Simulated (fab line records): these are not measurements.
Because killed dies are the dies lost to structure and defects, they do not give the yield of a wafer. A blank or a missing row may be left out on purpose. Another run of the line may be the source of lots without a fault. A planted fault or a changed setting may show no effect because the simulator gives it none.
A struck lot beside a sound one -- flow nand harc -- 15 steps out of a route of 1302
Sound: these wafers, L377.1, L377.2, L377.5. Wafers struck: L389.4, L389.5, L389.6. The cause is given at the end.
At each step with rows: each side's tool, then ch and its chambers, then its first start. Under that, the readings that differ: sound wafers -- struck wafers -- difference of the means -- sigmas: that difference in standard deviations of wafers without a fault.
alike: a reading whose means differ by less than 2 such deviations, as well as words and numbers matching on both sides. not compared: withheld readings; readings where some wafer has no value; bounds like >300 that might hide an equal value; numbers whose values overlap and for which the record gives no deviation.
The two part at a step that has a row with sigmas, a row that says differs or no value, or rows on one side only. Numbers that have no deviation but don't overlap get no sigmas and don't part them. Lack of a reading on every wafer of one side parts them only where that side has two or more wafers.

first, 2 steps without rows for these wafers: NHARC_A_CONTACT_STRIP_104 (strips in CF4/CHF3); NHARC_A_CONTACT_STRIP_105 (strips in O2/COS).
NHARC_A_CONTACT_ETCH_106: etches the open film in CF4/O2, target depth 90 nm, overetch 9 nm, time 49.5 s.
  sound on rie diel-05 ch 1,2,3, day 25 03:34; struck on rie diel-12 ch 1,2, day 29 21:07
  alike: drypump motor current A, oes product au, rf vpp V, showerhead plenum p Torr, throttle valve pct
  not compared: rf hours counter h
NHARC_A_CONTACT_STRIP_82: strips in O2.
  sound on rie diel-05 ch 2,3; struck on rie diel-12 ch 2,3
  alike: drypump motor current A, oes product au, rf vpp V, showerhead plenum p Torr, throttle valve pct
  not compared: rf hours counter h
then, 1 step without rows for these wafers: NHARC_A_CONTACT_STRIP_83 (strips in post etch residue remover, time 600 s).
NHARC_A_CONTACT_DEP_84: deposits aC, target thk 2800 nm.
  sound on acl dep-02 ch 0, day 25 04:13; struck on acl dep-01 ch 0, day 29 22:37
  alike: throttle valve pct
NHARC_A_CONTACT_DEP_85: deposits SiON, target thk 60 nm.
  sound on pecvd-02 ch 0,1,2, day 25 06:02; struck on pecvd-02 ch 0,1,2, day 29 23:34
  alike: heater power w
then, 5 steps without rows for these wafers: NHARC_A_CONTACT_DEHYDRATE_00 (time 120 s); NHARC_A_CONTACT_HMDS_01 (time 30 s); NHARC_A_CONTACT_COAT_86 (time 75 s); NHARC_A_CONTACT_COAT_87 (time 65 s); NHARC_A_CONTACT_COAT_02 (resist thk 90 nm).
NHARC_A_CONTACT_SOFTBAKE_03: time 55 s.
  sound on litho track-04 ch 0, day 25 06:00; struck on litho track-01 ch 0, day 29 23:00
reading,sound,struck,difference,sigmas
heater power total W (W),188.44 188.38 188.71,193.64 193.68 193.65,+5.15,+37
  alike: chill plate temp C, plate temp C
then, 2 steps without rows for these wafers: NHARC_A_CONTACT_EBR_04; NHARC_END_SORT_01.

## WHERE THEY PART
At NHARC_A_CONTACT_SOFTBAKE_03 and nowhere else, as far as this record goes.

WHY: whatever the simulator had introduced
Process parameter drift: litho track-01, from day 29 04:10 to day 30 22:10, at NHARC_A_CONTACT_SOFTBAKE_03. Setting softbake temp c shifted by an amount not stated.
